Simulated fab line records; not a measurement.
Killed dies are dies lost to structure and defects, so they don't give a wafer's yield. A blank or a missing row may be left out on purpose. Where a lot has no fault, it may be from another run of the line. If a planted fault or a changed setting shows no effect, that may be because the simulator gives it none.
Problem report in the 8D (eight disciplines) form, filled by code :: flow nand-harc :: the parts of the form that need people (team, actions taken, sign-off) are left out

## 1. WHAT WENT WRONG
At NHARC_A_CONTACT_ETCH_49, run-length-s averages 373.3 s over 3 wafers from 2 lots, while fault-free wafers read 496.6 s, standard deviation 0.43. So: -99 or more standard deviations from the usual mean.
The step: etches the open film in N2/H2, target depth 260 nm, time 475.3 s.
First seen on wafer L301.1, day 20 20:51, on rie-diel-12. The record holds 16 wafers of 6 lots with a number at this step. The rule behind "out" and "out of limits": a value lying over 4 standard deviations away from the usual mean. All remaining wafers that have a number are taken as sound.

## 2. WHAT THIS IS AND IS NOT
question: which readings at this step
is: run-length-s
is not: drypump-motor-current-A, rf-vpp-V, showerhead-plenum-p-Torr, throttle-valve-pct

question: which lots
is: L301, L302
is not: L282, L289, L290, L304

question: which wafers of those lots
is: L301.1, L302.1, L302.6
is not: L301.4

question: read on which tools
is: rie-diel-12
is not: rie-diel-10, rie-diel-13

question: when
is: from day 20 20:51
is not: up to then (10 sound wafers); but 3 sound wafers of L304 came after

## 3. THE SUSPECTS, EACH WITH WHAT RULES IT OUT
Counting: if a tool at a process step up to the reading ran every lot that is out, it stays a suspect. Sound lots after the first of them don't rule it out here, since some wafers of a struck lot are sound.
- rie-diel-12 at NHARC_A_CONTACT_DESCUM_47 (chemistry O2, time 3 s): kept. It ran every lot that is out, first L301 (day 20 20:38); its last sound lot up to then is L290 (day 18 06:21).
- rie-diel-12 at NHARC_A_CONTACT_ETCH_48 (etches the open film in CF4, target depth 39 nm, time 65 s): kept. It ran every lot that is out, first L301 (day 20 20:43); its last sound lot up to then is L290 (day 18 06:26).
- rie-diel-12 at NHARC_A_CONTACT_ETCH_49 (etches the open film in N2/H2, target depth 260 nm, time 475.3 s): kept. It ran every lot that is out, first L301 (day 20 20:51); its last sound lot up to then is L290 (day 18 06:32). On those wafers its own readings are out: run-length-s.
Left after counting: rie-diel-12 at NHARC_A_CONTACT_DESCUM_47, rie-diel-12 at NHARC_A_CONTACT_ETCH_48, rie-diel-12 at NHARC_A_CONTACT_ETCH_49.

## 4. THE CAUSE (what the simulator had put in)
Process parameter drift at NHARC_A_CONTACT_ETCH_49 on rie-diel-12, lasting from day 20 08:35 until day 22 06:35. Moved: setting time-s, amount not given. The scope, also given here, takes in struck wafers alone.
After counting, 3 suspects remain, this tool included.

## 5. THE CHAIN OF EFFECTS, in route order
Rows list readings where the struck wafers' mean (over those with a number) sits beyond 3 standard deviations from the usual. Only readings for which the record gives a usual standard deviation are gone through. hours: the time from each lot's start at the first step in this table that gives one to its start at this step, as a median over the lots. sigmas: the change in usual standard deviations.
hours: 0
step: NHARC_A_CONTACT_ETCH_49
reading: run-length-s
usual: 496.6 s
on struck wafers: 373.3
change: -123.3
sigmas: -99 or more
Here are the process steps it includes:
- NHARC_A_CONTACT_ETCH_49: etches the open film in N2/H2, target depth 260 nm, time 475.3 s.
Readings that are blank on the struck wafers while sound wafers have them: bias-w at NHARC_A_CONTACT_ETCH_49.

## 6. HOW IT WOULD HAVE BEEN CAUGHT EARLIER
12 hours passed between the start of the fault at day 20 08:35 and the first reading out of limits in this record, taken at day 20 20:51.
